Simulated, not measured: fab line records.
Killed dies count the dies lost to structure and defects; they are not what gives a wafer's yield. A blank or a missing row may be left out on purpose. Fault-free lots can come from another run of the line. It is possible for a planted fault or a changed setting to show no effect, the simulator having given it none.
Matching of chambers ; flow n5-finfet ; N5_MIM_BOT_LITHO_DESCUM_10 on rie-diel-05 has 4 sister chambers
The step chemistry O2, time 7.9 s. 4 wafers are shown with their chamber, then 8 later ones without.

== WAFERS PAIRED WITH THEIR CHAMBERS ==
wafer;chamber;drypump-motor-current-A (A)
L079.4;0;5.56
L080.2;1;5.30
L080.4;3;5.83
L088.3;2;6.16

== WAFERS WHOSE CHAMBER IS MISSING ==
wafer;drypump-motor-current-A (A)
L088.5;5.56
L088.6;6.15
L089.3;5.57
L089.5;5.87
L089.6;6.16
L095.2;6.17
L095.5;6.19
L095.6;5.33

== WHICH CHAMBER EACH ONE RAN IN ==
wafer;from the rows above;in truth
L088.5;0;0
L088.6;2;2
L089.3;0;0
L089.5;3;3
L089.6;2;2
L095.2;2;2
L095.5;2;2
L095.6;1;1
Placed correctly: 8 of 8. Can't be placed from these rows: 0. Number placed wrongly: 0.
How it was worked out, from the rows above alone: a wafer's distance from a chamber is the root of the sum, over the readings, of the square of ((its reading less the chamber's mean) divided by the reading's scatter). The wafer belongs to the nearest chamber; if the next one is less than 2 further off, it can't be placed. A chamber's mean is the mean of its shown wafers. The scatter: with one shown wafer a chamber, the root of the mean of the squares of how far each hidden wafer lies from its nearest shown one.
